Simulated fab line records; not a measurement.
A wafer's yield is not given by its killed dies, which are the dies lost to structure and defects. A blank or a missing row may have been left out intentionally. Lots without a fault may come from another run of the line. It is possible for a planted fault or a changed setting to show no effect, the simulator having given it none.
fab line records	flow nand-harc
[record] lots = 24	wafers = 72	last-day = 24
route steps=1159 shown P_CONTACT@244 P_M0@264 P_M1@296 P_M2@339 P_BONDPAD@369
lots untouched by any fault: they come from a run of this same line in which no faults occurred
start-h: hours from the record's opening day to when the first of the lot's shown wafers began	wait-h: time in hours since the lot's previous step	" unchanged from the row above	L1.1+2: several wafers, shown together as one row	- no value present, or no start provided	* or withheld: withheld	< > ~ a bound
route shown NAME@n: NAME is a module with steps in the file, n the number in the route of the first one	usual: mean and standard deviation over wafers with no fault	same: alike in all rows	chamber/n: place in a boat	sites: readings site by site	_std_site: standard deviation of those values	_edge_site: inner sites' mean taken away from outer sites' mean	radius-mm: how far each site lies from the wafer's centre	mask NAME#n: copy n	behind: tool/chamber where the wafer was last shaped	hold: reason for holding the lot/hours on hold/outcome of the hold	device: the transistor (n, p or np) that didn't switch	end of line: the same wafers' tests at the end of the route	where a step has no rows: the recipe by itself	killed: count of dies lost to structure and defects at first sort (not the wafer's yield)	map: the dies of a wafer, with x for killed, . for not killed, _ for no die there
set.NAME: the setting that was run; set.NAME@STEP: the one run at that earlier step	model.NAME: the simulator's own value behind a step, which no gauge read
a sample of lots followed through the steps of the route, with each step as a table and each wafer as a row
services: from which hour (start-h, from the record's first day; less than 0 if before it) a tool's chamber was out of use, for how many hours, and why
[[steps]]
[step NHARC_P_CONTACT_DEGAS_38]
[recipe] temp-c = 300	time-s = 60
[usual] heater-power-w = 449/37	susceptor-temp-C = 300.02/0.21
lot.wafer	tool	chamber	start-h	wait-h	heater-power-w	susceptor-temp-C
L074.3	pvd-sputter-02	-	113.19	-	528	299.77
L074.1	"	-	"	"	460	299.74
L074.5	"	-	"	"	491	299.84
L076.2	pvd-sputter-01	-	120.13	-	510	299.92
L076.3	"	-	"	"	407	300.04
L076.4	"	-	"	"	434	299.89
L075.3	pvd-sputter-02	-	120.29	-	491	299.91
L075.1	"	-	"	"	453	300.15
L075.2	"	-	"	"	418	300.04
L077.1	pvd-sputter-01	-	134.03	-	424	299.95
L077.5	"	-	"	"	426	300.05
L077.6	"	-	"	"	506	299.68
L078.4	pvd-sputter-03	-	141.66	-	434	299.75
L078.5	"	-	"	"	424	300.11
L078.6	"	-	"	"	457	299.85
L079.2	pvd-sputter-03	-	142.13	-	443	300.11
L079.1	"	-	"	"	457	300.12
L079.3	"	-	"	"	411	299.81
L080.1	pvd-sputter-01	-	152.16	-	436	299.57
L080.4	"	-	"	"	500	300.34
L080.5	"	-	"	"	452	299.84
L081.4	pvd-sputter-02	-	156.39	-	519	299.68
L081.3	"	-	"	"	490	300.20
L081.1	"	-	"	"	432	300.04
L083.4	pvd-sputter-03	-	164.68	-	458	299.99
L083.3	"	-	"	"	430	299.90
L083.6	"	-	"	"	435	300.10
L082.3	pvd-sputter-03	-	165.36	-	454	300.24
L082.4	"	-	"	"	410	299.91
L082.6	"	-	"	"	470	300.10
L084.1	pvd-sputter-01	-	181.97	-	435	299.98
L084.6	"	-	"	"	507	300.22
L084.5	"	-	"	"	429	299.76
L085.4	pvd-sputter-03	-	187.77	-	460	300.03
L085.2	"	-	"	"	415	300.09
L085.6	"	-	"	"	433	299.98
L086.1	pvd-sputter-03	-	189.13	-	433	299.91
L086.4	"	-	"	"	428	299.88
L086.6	"	-	"	"	432	300.13
L087.4	pvd-sputter-02	-	194.46	-	448	299.91
L087.3	"	-	"	"	545	300.33
L087.5	"	-	"	"	474	299.97
L088.4	pvd-sputter-01	-	196.08	-	430	300.25
L088.2	"	-	"	"	429	300.06
L088.6	"	-	"	"	425	300.20
L090.2	pvd-sputter-01	-	208.36	-	431	299.89
L090.1	"	-	"	"	414	299.65
L090.6	"	-	"	"	422	300.09
L091.1	pvd-sputter-01	-	209.42	-	428	300.01
L091.6	"	-	"	"	430	300.01
L091.5	"	-	"	"	536	300.16
L089.4	pvd-sputter-03	-	209.55	-	426	300.40
L089.2	"	-	"	"	462	299.91
L089.1	"	-	"	"	426	299.86
L092.2	pvd-sputter-03	-	219.01	-	435	299.98
L092.3	"	-	"	"	401	299.99
L092.4	"	-	"	"	429	300.08
L093.3	pvd-sputter-03	-	220.35	-	428	-
L093.2	"	-	"	"	409	-
L093.1	"	-	"	"	440	-
L094.2	pvd-sputter-03	-	232.91	-	432	300.02
L094.1	"	-	"	"	404	300.03
L094.6	"	-	"	"	463	299.78
L095.1	pvd-sputter-01	-	239.48	-	519	-
L095.2	"	-	"	"	437	-
L095.3	"	-	"	"	411	-
L097.3	pvd-sputter-02	-	239.89	-	471	300.60
L097.4	"	-	"	"	415	299.93
L097.6	"	-	"	"	497	299.81
L096.2	pvd-sputter-01	-	240.94	-	519	299.99
L096.6	"	-	"	"	421	299.82
L096.5	"	-	"	"	439	300.35
[step NHARC_P_M0_OVL_MEAS_10]
[recipe] pitch-nm = 180
[usual] overlay-x-nm = 0.0/0.94	overlay-y-nm = 0.1/0.68
lot.wafer	tool	chamber	start-h	wait-h	overlay-x-nm	overlay-y-nm
L074.1	overlay-01	-	115.76	-	-0.8	0.6
L074.3	"	-	"	"	-1.0	0.5
L074.5	"	-	"	"	-0.7	0.4
L076.2	overlay-01	-	126.49	-	0.8	1.4
L076.3	"	-	"	"	1.2	1.2
L076.4	"	-	"	"	0.9	1.2
L075.1	overlay-02	-	126.72	-	-0.6	-0.2
L075.2	"	-	"	"	0.1	-0.5
L075.3	"	-	"	"	-0.5	0.1
L077.1	overlay-02	-	136.39	-	-1.6	-0.5
L077.5	"	-	"	"	-0.9	-0.5
L077.6	"	-	"	"	-1.8	0.0
L078.4	overlay-01	-	144.05	-	1.0	-0.1
L078.5	"	-	"	"	1.1	-0.1
L078.6	"	-	"	"	1.0	-0.1
L079.1	overlay-02	-	144.63	-	-0.4	0.1
L079.2	"	-	"	"	-1.0	-0.2
L079.3	"	-	"	"	-0.8	-0.4
L080.1	overlay-01	-	158.40	-	1.4	0.8
L080.4	"	-	"	"	1.6	1.2
L080.5	"	-	"	"	1.2	1.1
L081.1	overlay-01	-	159.37	-	-0.1	0.4
L081.3	"	-	"	"	-0.6	0.7
L081.4	"	-	"	"	-0.6	-0.1
L083.3	overlay-01	-	170.60	-	0.0	0.9
L083.4	"	-	"	"	0.1	0.7
L083.6	"	-	"	"	-0.5	0.3
L082.3	overlay-02	-	170.94	-	-0.3	0.1
L082.4	"	-	"	"	-0.8	0.4
L082.6	"	-	"	"	-0.7	0.3
L084.1	overlay-02	-	188.42	-	0.4	0.9
L084.5	"	-	"	"	0.4	0.1
L084.6	"	-	"	"	0.5	0.5
L085.2	overlay-02	-	192.67	-	2.5	-0.2
L085.4	"	-	"	"	2.0	-0.2
L085.6	"	-	"	"	1.8	0.0
L086.1	overlay-02	-	195.92	-	0.6	-0.2
L086.4	"	-	"	"	0.3	-0.7
L086.6	"	-	"	"	0.6	-0.4
L087.3	overlay-01	-	198.68	-	-0.6	-0.7
L087.4	"	-	"	"	0.0	-0.6
L087.5	"	-	"	"	-0.3	-0.7
L088.2	overlay-02	-	199.29	-	-1.0	-0.5
L088.4	"	-	"	"	-1.2	-0.4
L088.6	"	-	"	"	-0.9	-0.1
L090.1	overlay-02	-	211.91	-	1.6	-0.4
L090.2	"	-	"	"	1.2	-0.7
L090.6	"	-	"	"	1.5	0.2
L091.1	overlay-02	-	212.39	-	-1.1	-2.0
L091.5	"	-	"	"	-0.5	-1.4
L091.6	"	-	"	"	-1.4	-1.6
L089.1	overlay-01	-	212.92	-	-0.4	-1.2
L089.2	"	-	"	"	-0.8	-1.2
L089.4	"	-	"	"	-1.0	-1.8
L092.2	overlay-01	-	221.36	-	-0.1	0.1
L092.3	"	-	"	"	-0.3	0.1
L092.4	"	-	"	"	0.5	0.4
L093.1	overlay-02	-	222.70	-	0.0	0.9
L093.2	"	-	"	"	-0.2	0.8
L093.3	"	-	"	"	-0.3	0.8
L094.1	overlay-01	-	238.30	-	-0.2	0.6
L094.2	"	-	"	"	0.0	0.8
L094.6	"	-	"	"	-0.4	1.3
L095.1	overlay-01	-	242.49	-	1.0	-0.1
L095.2	"	-	"	"	1.2	0.2
L095.3	"	-	"	"	1.2	-0.7
L097.3	overlay-01	-	243.55	-	-0.2	0.4
L097.4	"	-	"	"	-0.2	0.4
L097.6	"	-	"	"	-0.5	0.3
L096.2	overlay-01	-	244.03	-	-1.1	0.3
L096.5	"	-	"	"	-0.6	0.4
L096.6	"	-	"	"	-0.7	0.7
[step NHARC_P_M0_CMP_23]
[recipe] t-overpolish-s = 20	target-thk-nm = 117.53
[usual] motor-current-A = 12.7/0.95	time-to-endpoint-s = 28.1/2.1
lot.wafer	tool	chamber	start-h	wait-h	motor-current-A	time-to-endpoint-s
L074.1	cmp-03	1	117.88	-	13.4	25.6
L074.3	"	0	"	"	13.7	30.3
L074.5	"	1	"	"	13.6	27.2
L076.3	cmp-03	0	128.59	-	13.4	27.1
L076.2	"	2	"	"	11.7	28.7
L076.4	"	3	"	"	13.6	31.3
L075.1	cmp-01	3	128.83	-	11.6	29.8
L075.3	"	0	"	"	12.1	30.9
L075.2	"	1	"	"	12.7	30.1
L077.1	cmp-01	1	138.59	-	13.4	31.4
L077.5	"	2	"	"	14.5	28.1
L077.6	"	3	"	"	11.7	28.3
L078.4	cmp-03	1	146.14	-	13.2	29.7
L078.5	"	1	"	"	13.2	29.5
L078.6	"	2	"	"	12.5	29.2
L079.3	cmp-02	0	146.77	-	11.7	28.5
L079.1	"	1	"	"	11.0	29.4
L079.2	"	2	"	"	13.6	28.1
L080.1	cmp-01	2	160.51	-	14.1	30.0
L080.4	"	1	"	"	14.0	31.2
L080.5	"	3	"	"	11.4	28.4
L081.4	cmp-03	3	161.50	-	12.8	26.0
L081.3	"	0	"	"	13.6	28.1
L081.1	"	1	"	"	12.9	25.8
L083.3	cmp-01	3	172.76	-	12.2	30.6
L083.4	"	0	"	"	11.6	33.7
L083.6	"	2	"	"	14.7	29.6
L082.3	cmp-03	0	173.05	-	13.6	28.8
L082.4	"	1	"	"	13.1	29.2
L082.6	"	0	"	"	14.1	27.8
L084.1	cmp-01	2	190.56	-	13.7	28.5
L084.6	"	1	"	"	14.1	29.1
L084.5	"	2	"	"	14.7	26.7
L085.2	cmp-01	3	194.82	-	12.0	25.0
L085.4	"	1	"	"	13.4	26.3
L085.6	"	3	"	"	12.0	27.0
L086.4	cmp-01	2	198.07	-	13.7	29.5
L086.1	"	3	"	"	11.6	22.0
L086.6	"	1	"	"	13.1	24.2
L087.3	cmp-03	1	200.82	-	13.2	23.2
L087.4	"	3	"	"	12.8	26.3
L087.5	"	1	"	"	13.0	23.8
L088.2	cmp-02	3	201.52	-	11.7	26.8
L088.4	"	0	"	"	12.0	27.9
L088.6	"	0	"	"	12.2	29.9
L090.1	cmp-03	1	214.10	-	12.4	25.6
L090.2	"	3	"	"	12.7	25.2
L090.6	"	2	"	"	12.7	26.4
L091.1	cmp-01	2	214.63	-	13.5	29.5
L091.5	"	0	"	"	11.6	29.6
L091.6	"	1	"	"	13.5	25.9
L089.4	cmp-03	3	215.11	-	13.2	30.6
L089.2	"	1	"	"	13.0	27.8
L089.1	"	2	"	"	13.2	28.3
L092.4	cmp-02	1	223.46	-	11.3	29.3
L092.2	"	2	"	"	13.4	29.0
L092.3	"	0	"	"	12.2	25.2
L093.1	cmp-02	0	224.83	-	11.8	26.5
L093.3	"	2	"	"	13.3	27.9
L093.2	"	3	"	"	11.5	28.2
L094.2	cmp-01	1	240.43	-	12.7	28.9
L094.1	"	2	"	"	14.8	24.9
L094.6	"	1	"	"	13.6	25.0
L095.3	cmp-02	0	244.62	-	12.4	27.2
L095.1	"	1	"	"	11.2	26.5
L095.2	"	3	"	"	11.5	24.7
L097.4	cmp-01	1	245.76	-	13.0	27.8
L097.3	"	2	"	"	14.5	28.4
L097.6	"	2	"	"	14.2	27.6
L096.2	cmp-02	1	246.21	-	11.1	31.2
L096.5	"	1	"	"	11.0	29.9
L096.6	"	2	"	"	13.5	28.8
[step NHARC_P_M1_OVL_MEAS_10]
[recipe] pitch-nm = 260
[usual] overlay-x-nm = 0.4/1	overlay-y-nm = -0.1/0.81
lot.wafer	tool	chamber	start-h	wait-h	overlay-x-nm	overlay-y-nm
L074.1	overlay-01	-	119.96	-	0.5	0.1
L074.3	"	-	"	"	0.0	0.1
L074.5	"	-	"	"	0.7	-0.4
L076.2	overlay-01	-	130.54	-	0.9	-0.7
L076.3	"	-	"	"	0.5	-0.8
L076.4	"	-	"	"	0.9	-0.8
L075.1	overlay-01	-	130.80	-	1.3	1.2
L075.2	"	-	"	"	1.1	1.4
L075.3	"	-	"	"	0.9	1.7
L077.1	overlay-01	-	140.44	-	-0.4	0.1
L077.5	"	-	"	"	-0.6	0.5
L077.6	"	-	"	"	-0.5	0.6
L078.4	overlay-02	-	148.10	-	0.6	-0.9
L078.5	"	-	"	"	0.6	-0.3
L078.6	"	-	"	"	0.8	-0.7
L079.1	overlay-01	-	148.68	-	0.7	-1.8
L079.2	"	-	"	"	0.6	-1.3
L079.3	"	-	"	"	0.7	-1.1
L080.1	overlay-01	-	162.48	-	1.5	0.1
L080.4	"	-	"	"	1.5	0.4
L080.5	"	-	"	"	1.5	-0.3
L081.1	overlay-02	-	163.45	-	1.6	-1.7
L081.3	"	-	"	"	1.0	-1.6
L081.4	"	-	"	"	0.6	-1.4
L083.3	overlay-02	-	174.65	-	0.2	0.7
L083.4	"	-	"	"	0.3	0.4
L083.6	"	-	"	"	-0.3	0.2
L082.3	overlay-01	-	175.01	-	0.2	0.3
L082.4	"	-	"	"	0.6	0.3
L082.6	"	-	"	"	0.0	0.1
L084.1	overlay-01	-	192.48	-	1.9	0.9
L084.5	"	-	"	"	1.4	0.7
L084.6	"	-	"	"	1.6	0.9
L085.2	overlay-02	-	196.68	-	1.6	1.3
L085.4	"	-	"	"	2.3	0.9
L085.6	"	-	"	"	1.9	1.3
L086.1	overlay-02	-	199.87	-	-0.8	0.3
L086.4	"	-	"	"	-1.1	0.0
L086.6	"	-	"	"	-0.9	-0.3
L087.3	overlay-01	-	202.75	-	0.7	0.6
L087.4	"	-	"	"	0.2	0.1
L087.5	"	-	"	"	0.1	0.5
L088.2	overlay-01	-	203.50	-	-2.3	0.1
L088.4	"	-	"	"	-2.4	-0.3
L088.6	"	-	"	"	-2.3	0.0
L090.1	overlay-01	-	215.93	-	0.0	-1.0
L090.2	"	-	"	"	-0.5	-1.1
L090.6	"	-	"	"	0.3	-1.5
L091.1	overlay-02	-	216.52	-	-0.5	-0.2
L091.5	"	-	"	"	-0.8	0.3
L091.6	"	-	"	"	-0.8	0.4
L089.1	overlay-02	-	217.08	-	0.8	0.0
L089.2	"	-	"	"	1.4	0.3
L089.4	"	-	"	"	0.7	-0.4
L092.2	overlay-01	-	225.48	-	-0.1	0.4
L092.3	"	-	"	"	-0.4	0.0
L092.4	"	-	"	"	0.0	0.1
L093.1	overlay-02	-	226.82	-	0.1	-1.0
L093.2	"	-	"	"	-0.2	-1.2
L093.3	"	-	"	"	0.3	-1.2
L094.1	overlay-02	-	242.36	-	-1.5	-0.2
L094.2	"	-	"	"	-1.2	-0.9
L094.6	"	-	"	"	-1.8	-0.9
L095.1	overlay-02	-	246.96	-	1.2	0.9
L095.2	"	-	"	"	0.9	0.8
L095.3	"	-	"	"	1.0	0.9
L097.3	overlay-02	-	247.77	-	0.1	-0.9
L097.4	"	-	"	"	0.6	-0.5
L097.6	"	-	"	"	0.4	-0.3
L096.2	overlay-01	-	248.07	-	1.9	0.2
L096.5	"	-	"	"	2.1	-0.3
L096.6	"	-	"	"	1.5	0.5
[step NHARC_P_M2_PRE_CLEAN_30]
[recipe] time-s = 30	temp-c = 280	gas = H2/He
[usual] heater-power-w = 389/28	susceptor-temp-C = 280.00/0.21
lot.wafer	tool	chamber	start-h	wait-h	heater-power-w	susceptor-temp-C
L074.3	pvd-sputter-03	-	-	-	382	280.11
L074.1	"	-	"	"	401	279.72
L074.5	"	-	"	"	393	279.81
L076.4	pvd-sputter-03	-	-	-	380	279.99
L076.2	"	-	"	"	348	280.03
L076.3	"	-	"	"	376	279.82
L075.2	pvd-sputter-01	-	-	-	372	279.91
L075.3	"	-	"	"	389	280.18
L075.1	"	-	"	"	378	280.27
L077.1	pvd-sputter-01	-	-	-	450	279.84
L077.6	"	-	"	"	360	279.68
L077.5	"	-	"	"	389	279.77
L078.4	pvd-sputter-01	-	-	-	372	279.92
L078.5	"	-	"	"	365	280.23
L078.6	"	-	"	"	386	280.11
L079.1	pvd-sputter-03	-	-	-	358	280.01
L079.2	"	-	"	"	409	280.04
L079.3	"	-	"	"	377	280.22
L080.1	pvd-sputter-02	-	-	-	382	280.03
L080.4	"	-	"	"	472	280.24
L080.5	"	-	"	"	386	279.97
L081.3	pvd-sputter-03	-	-	-	350	279.81
L081.1	"	-	"	"	401	280.16
L081.4	"	-	"	"	395	279.72
L083.4	pvd-sputter-03	-	-	-	371	279.96
L083.3	"	-	"	"	356	280.09
L083.6	"	-	"	"	388	279.55
L082.3	pvd-sputter-03	-	-	-	374	280.30
L082.4	"	-	"	"	387	280.46
L082.6	"	-	"	"	385	280.10
L084.1	pvd-sputter-02	-	-	-	388	279.96
L084.6	"	-	"	"	394	279.87
L084.5	"	-	"	"	474	280.11
L085.4	pvd-sputter-01	-	-	-	366	-
L085.2	"	-	"	"	453	-
L085.6	"	-	"	"	385	-
L086.4	pvd-sputter-03	-	-	-	395	280.24
L086.1	"	-	"	"	363	279.88
L086.6	"	-	"	"	379	280.50
L087.3	pvd-sputter-03	-	-	-	357	280.04
L087.4	"	-	"	"	390	279.71
L087.5	"	-	"	"	346	280.26
L088.4	pvd-sputter-02	-	-	-	428	-
L088.2	"	-	"	"	479	-
L088.6	"	-	"	"	430	-
L090.2	pvd-sputter-03	-	-	-	358	280.09
L090.1	"	-	"	"	381	280.37
L090.6	"	-	"	"	382	280.05
L091.1	pvd-sputter-01	-	-	-	452	279.94
L091.6	"	-	"	"	370	279.69
L091.5	"	-	"	"	388	279.73
L089.4	pvd-sputter-01	-	-	-	362	279.96
L089.1	"	-	"	"	451	280.28
L089.2	"	-	"	"	376	279.83
L092.4	pvd-sputter-03	-	-	-	358	280.01
L092.2	"	-	"	"	393	280.53
L092.3	"	-	"	"	404	279.72
L093.1	pvd-sputter-03	-	-	-	400	280.08
L093.2	"	-	"	"	385	280.17
L093.3	"	-	"	"	394	279.97
L094.2	pvd-sputter-02	-	-	-	409	280.11
L094.1	"	-	"	"	398	279.96
L094.6	"	-	"	"	454	280.01
L095.2	pvd-sputter-01	-	-	-	374	-
L095.1	"	-	"	"	445	-
L095.3	"	-	"	"	373	-
L097.3	pvd-sputter-03	-	-	-	363	280.10
L097.4	"	-	"	"	385	279.97
L097.6	"	-	"	"	353	280.21
L096.2	pvd-sputter-03	-	-	-	355	280.18
L096.5	"	-	"	"	402	280.02
L096.6	"	-	"	"	379	280.22
[step NHARC_P_BONDPAD_ETCH_12]
[recipe] target-depth-a = 2000	time-s = 100	chf3-flow-sccm = 50	o2-flow-sccm = 10	ar-flow-sccm = 200	rf-w = 500	bias-w = 200	chemistry = CHF3/O2
[usual] drypump-motor-current-A = 5.8/0.48	mfc-ar-sccm = 200.0/0.64	oes-product-au = 0.945/0.022	rf-fwd-power-W = 496.9/1.8	rf-vpp-V = 371.2/2.5	showerhead-plenum-p-Torr = 2.43/0.11	throttle-valve-pct = 20.573/0.0093
lot.wafer	tool	chamber	start-h	wait-h	drypump-motor-current-A	mfc-ar-sccm	oes-product-au	rf-fwd-power-W	rf-hours-counter-h	rf-vpp-V	showerhead-plenum-p-Torr	throttle-valve-pct
L074.3	rie-diel-06	0	-	-	5.3	200.3	0.935	496.2	5	373.3	2.55	20.582
L074.1	"	3	"	"	6.5	200.2	0.930	498.6	7	367.8	2.25	20.564
L074.5	"	0	"	"	5.3	200.7	0.932	497.0	-	373.3	2.55	20.569
L076.4	rie-diel-08	3	-	-	5.0	199.9	0.957	499.8	2	368.3	2.31	20.577
L076.3	"	0	"	"	5.6	200.8	0.961	499.0	2	371.6	2.47	20.579
L076.2	"	2	"	"	6.3	200.0	0.942	492.8	3	373.4	2.55	20.580
L075.3	rie-diel-08	0	-	-	5.6	199.4	0.954	499.0	2	373.1	2.47	20.560
L075.1	"	1	"	"	5.7	199.7	0.963	498.4	3	368.4	2.35	20.566
L075.2	"	3	"	"	5.0	199.4	0.942	498.2	2	368.1	2.31	20.579
L077.1	rie-diel-06	0	-	-	5.3	200.8	0.934	500.1	7	374.6	2.55	20.568
L077.5	"	2	"	"	6.3	200.3	0.930	496.9	-	370.5	2.51	20.566
L077.6	"	3	"	"	6.4	200.5	0.931	497.2	-	366.9	2.25	20.581
L078.4	rie-diel-06	1	-	-	5.6	200.6	0.926	496.5	9	370.6	2.41	20.588
L078.5	"	0	"	"	5.3	200.2	0.934	494.9	-	373.4	2.55	20.580
L078.6	"	1	"	"	5.6	199.6	0.935	495.9	-	372.0	2.41	20.575
L079.2	rie-diel-06	2	-	-	6.2	200.4	0.975	497.7	9	372.7	2.51	20.578
L079.3	"	3	"	"	6.5	200.4	0.969	498.0	9	367.1	2.25	20.564
L079.1	"	0	"	"	5.3	199.2	0.987	497.4	8	374.1	2.55	20.575
L080.4	rie-diel-06	2	-	-	6.3	200.4	0.928	494.0	11	374.1	2.51	20.571
L080.1	"	3	"	"	6.4	199.4	0.931	496.2	11	368.8	2.25	20.576
L080.5	"	2	"	"	6.2	199.9	0.931	497.5	-	373.7	2.51	20.570
L081.1	rie-diel-06	1	-	-	5.6	200.5	0.914	497.2	9	370.8	2.41	20.570
L081.3	"	3	"	"	6.5	199.7	0.915	498.9	11	368.1	2.25	20.585
L081.4	"	0	"	"	5.3	199.3	0.931	500.1	9	373.5	2.55	20.586
L083.3	rie-diel-08	3	-	-	5.0	199.5	0.922	496.5	19	369.1	2.30	20.579
L083.4	"	3	"	"	5.0	200.2	0.922	496.3	-	369.3	2.31	20.575
L083.6	"	0	"	"	5.6	199.7	0.927	501.3	-	371.6	2.46	20.572
L082.4	rie-diel-06	2	-	-	6.2	199.4	0.928	495.3	12	372.9	2.51	20.573
L082.3	"	0	"	"	5.3	199.9	0.940	496.8	10	374.0	2.55	20.578
L082.6	"	2	"	"	6.3	199.4	0.925	495.3	-	374.4	2.51	20.559
L084.1	rie-diel-08	3	-	-	5.0	199.4	0.939	499.2	26	370.0	2.30	20.579
L084.6	"	3	"	"	5.0	198.9	0.934	497.3	-	368.2	2.30	20.575
L084.5	"	0	"	"	5.6	200.5	0.959	498.3	-	372.3	2.46	20.560
L085.2	rie-diel-06	1	-	-	5.6	200.2	0.955	494.0	13	371.0	2.41	20.582
L085.6	"	0	"	"	5.3	200.0	0.964	496.9	-	374.2	2.55	20.571
L085.4	"	1	"	"	5.6	200.0	0.964	495.9	-	371.6	2.41	20.556
L086.4	rie-diel-06	2	-	-	6.2	199.8	0.928	499.8	14	373.4	2.50	20.559
L086.1	"	3	"	"	6.5	200.1	0.929	497.8	15	368.8	2.25	20.562
L086.6	"	2	"	"	6.2	200.7	0.935	498.4	-	373.8	2.51	20.566
L087.4	rie-diel-06	0	-	-	5.3	200.3	0.933	494.5	13	374.8	2.55	20.570
L087.3	"	1	"	"	5.6	200.1	0.920	496.7	14	370.8	2.41	20.567
L087.5	"	3	"	"	6.5	198.5	0.918	498.1	-	366.5	2.25	20.575
L088.4	rie-diel-06	0	-	-	5.3	200.8	0.979	495.1	13	374.1	2.55	20.579
L088.2	"	2	"	"	6.2	199.6	0.981	495.2	15	372.8	2.51	20.561
L088.6	"	0	"	"	5.3	199.6	0.974	497.3	-	373.5	2.55	20.570
L090.1	rie-diel-06	0	-	-	5.3	199.5	0.932	498.5	14	373.8	2.55	20.546
L090.2	"	1	"	"	5.6	198.7	0.926	496.0	15	369.9	2.41	20.571
L090.6	"	3	"	"	6.5	199.4	0.929	494.8	-	367.9	2.25	20.571
L091.1	rie-diel-06	1	-	-	5.6	200.3	0.934	495.8	15	370.9	2.41	20.571
L091.6	"	0	"	"	5.3	200.6	0.939	495.4	-	372.5	2.55	20.566
L091.5	"	1	"	"	5.6	200.9	0.928	496.7	-	368.8	2.41	20.558
L089.1	rie-diel-08	0	-	-	5.6	199.6	0.975	497.7	36	372.5	2.46	20.582
L089.2	"	1	"	"	5.7	199.1	0.970	500.4	32	368.9	2.34	20.580
L089.4	"	3	"	"	5.0	200.0	0.960	498.5	36	367.9	2.30	20.559
L092.3	rie-diel-06	2	-	-	6.2	199.0	0.921	498.3	16	373.2	2.50	20.594
L092.4	"	0	"	"	5.3	200.0	0.924	494.9	15	374.9	2.55	20.588
L092.2	"	1	"	"	5.6	199.6	0.919	494.5	16	372.8	2.41	20.571
L093.1	rie-diel-01	1	-	-	5.1	198.2	0.924	493.5	33	374.2	2.53	20.576
L093.2	"	2	"	"	6.3	200.0	0.921	497.2	31	369.1	2.37	20.565
L093.3	"	3	"	"	5.7	200.1	0.914	494.9	32	372.3	2.42	20.561
L094.2	rie-diel-06	2	-	-	6.3	200.3	0.964	495.4	0	374.2	2.50	20.566
L094.1	"	3	"	"	6.5	198.5	0.986	498.9	0	367.4	2.25	20.589
L094.6	"	0	"	"	5.3	199.7	0.989	494.7	-	373.9	2.55	20.565
L095.3	rie-diel-06	2	-	-	6.2	199.1	0.970	498.2	0	372.5	2.50	20.572
L095.2	"	3	"	"	6.5	201.8	0.965	499.2	0	368.1	2.25	20.580
L095.1	"	1	"	"	5.6	200.5	0.978	495.1	0	371.8	2.41	20.567
L097.4	rie-diel-08	2	-	-	6.3	199.1	0.980	495.2	52	372.7	2.53	20.566
L097.3	"	0	"	"	5.6	199.7	0.964	497.5	48	371.8	2.45	20.561
L097.6	"	1	"	"	5.7	200.5	0.978	497.0	-	368.8	2.34	20.584
L096.2	rie-diel-06	0	-	-	5.3	201.0	0.968	495.2	0	373.1	2.55	20.577
L096.6	"	2	"	"	6.2	200.1	0.937	491.4	-	371.6	2.50	20.578
L096.5	"	3	"	"	6.5	200.0	0.957	493.5	-	367.2	2.25	20.578
[[services]]
tool	chamber	start-h	hours	kind
rie-diel-06	0	91.30	8.9	repair
pvd-sputter-03	-	102.00	10.0	pm
rie-diel-08	-	125.16	9.0	pm
pvd-sputter-02	-	125.19	1.9	repair
cmp-02	-	128.50	4.0	pm
rie-diel-08	0	143.00	5.9	repair
cmp-03	-	156.00	4.0	pm
rie-diel-06	1	160.29	4.1	repair
cmp-01	-	162.87	1.7	repair
cmp-01	-	166.60	0.9	repair
pvd-sputter-01	-	175.48	5.0	repair
pvd-sputter-03	-	176.54	1.5	repair
cmp-03	-	179.77	0.4	repair
cmp-01	-	183.12	4.0	pm
rie-diel-06	2	198.31	8.6	repair
pvd-sputter-02	-	199.40	1.1	repair
cmp-01	-	212.17	0.9	repair
pvd-sputter-02	-	214.00	10.0	pm
cmp-03	-	223.96	1.6	repair
pvd-sputter-02	-	232.15	3.7	repair
cmp-01	-	234.57	0.2	repair
rie-diel-06	-	241.20	9.0	pm
pvd-sputter-02	-	250.75	45.5	repair
cmp-03	-	254.01	4.0	pm
[[key]]
fault none
